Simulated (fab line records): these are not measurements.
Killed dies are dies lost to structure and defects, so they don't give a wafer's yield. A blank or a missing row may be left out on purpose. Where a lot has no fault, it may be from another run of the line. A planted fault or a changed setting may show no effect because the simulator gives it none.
Split-lot study | flow n5_finfet | 7 lots, 21 wafers read, on a route of 1938 steps

== SPLIT DETAILS ==
At N5_BEOL_M6_ETCH_62 (etches SOC in N2/H2, target depth 110 nm, overetch 22 nm, time 165 s), the setting bias_w was moved away from the recipe's 150 W on 8 of the 21 wafers read, by -6.1% to +14.9%. This setting was run at the recipe's value on the other wafers.

The split's own step is where the reading is taken.

== THE READING ==
rf_vpp_V, in V, at N5_BEOL_M6_ETCH_62 (etches SOC in N2/H2, target depth 110 nm, overetch 22 nm, time 165 s). On this fab line, fault-free wafers typically give 523.6 V with a standard deviation of 2.7 V.

wafer  | tool, chamber at the split | bias_w as run, W | against the recipe | rf_vpp_V, V | against lot-mates on the recipe
L078.1 | rie_diel-01, 2             | 150              | recipe             | 527.0       | -
L078.2 | rie_diel-01, 1             | 165.3            | +10.2%             | 554.2       | +27.2
L078.6 | rie_diel-01, 1             | 165.3            | +10.2%             | 552.4       | +25.4
L077.3 | rie_diel-01, 3             | 150              | recipe             | 522.1       | -
L077.5 | rie_diel-01, 3             | 142              | -5.3%              | 503.7       | -18.4
L077.6 | rie_diel-01, 2             | 142              | -5.3%              | 506.7       | -15.4
L082.3 | rie_diel-02, 1             | 172.3            | +14.9%             | 568.5       | +43.2
L082.4 | rie_diel-02, 2             | 150              | recipe             | 525.3       | -
L082.5 | rie_diel-02, 0             | 172.3            | +14.9%             | 576.4       | +51.1
L090.1 | rie_diel-02, 3             | 140.9            | -6.1%              | 503.5       | -18.5
L090.3 | rie_diel-02, 1             | 140.9            | -6.1%              | 500.0       | -22.0
L090.6 | rie_diel-02, 3             | 150              | recipe             | 522.0       | -
L092.1 | rie_diel-01, 3             | 150              | recipe             | 520.2       | -
L092.2 | rie_diel-01, 1             | 150              | recipe             | 520.2       | -
L092.6 | rie_diel-01, 0             | 150              | recipe             | 523.8       | -
L095.3 | rie_diel-01, 0             | 150              | recipe             | 522.3       | -
L095.5 | rie_diel-01, 1             | 150              | recipe             | 520.9       | -
L095.6 | rie_diel-01, 3             | 150              | recipe             | 524.2       | -
L094.3 | rie_diel-06, 0             | 150              | recipe             | 527.4       | -
L094.4 | rie_diel-06, 2             | 150              | recipe             | 525.0       | -
L094.6 | rie_diel-06, 3             | 150              | recipe             | 520.7       | -

FIT RESULTS
A straight line over all 21 wafers: rf_vpp_V changes by +3.26 V for each +1% of bias_w; r = +0.99; the points scatter about the line by 2.7 V.
The same after taking each lot's own level away (the mean of its wafers on the recipe; 21 wafers): +3.05 V for each +1%; r = +0.99; scatter 2.7 V.
The reading moves by 45 V for the largest change in bias_w, on that fit.
The lots' own levels span 521.40 to 527.00 V, that is 2.1 times the standard deviation above.
Hence the lot-to-lot level has little effect on the slope; both slopes agree.
Check: for one of the wafers moved furthest among these (+14.9%), held out of the fit, the line's prediction against its lot-mates is +45.4 V. Against them it came out at +43.2 V.
Tool readings at the split's step, against how far the setting was moved: rf_vpp_V r = +0.99.

== THESE WAFERS: OTHER SPLITS ==
Note: prior to the reading, these wafers also went through further splits. Each is held against what the fit with the lots' levels taken away leaves over:
other split on the same wafers    | wafers away from the commonest value | r with rf_vpp_V (lot level and that fit taken away)
N5_BEOL_M2_COAT_67 spin_rpm       | 8                                    | +0.19
N5_BEOL_M3_PECVD_72 time_s        | 6                                    | -0.16
N5_BEOL_M4_ETCH_70 source_w       | 7                                    | -0.03
N5_BEOL_M5_ILD_DEP_00 time_s      | 3                                    | +0.08
N5_BEOL_M5_COAT_71 spin_rpm       | 4                                    | -0.41
N5_BEOL_M6_PECVD_70 temp_c        | 5                                    | +0.03
N5_BEOL_M6_HM_DEP_02 target_thk_a | 11                                   | +0.17

== FILE'S OWN FIT ==
rf_vpp_V changes by +3.03 V for each +1% of bias_w, r = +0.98.
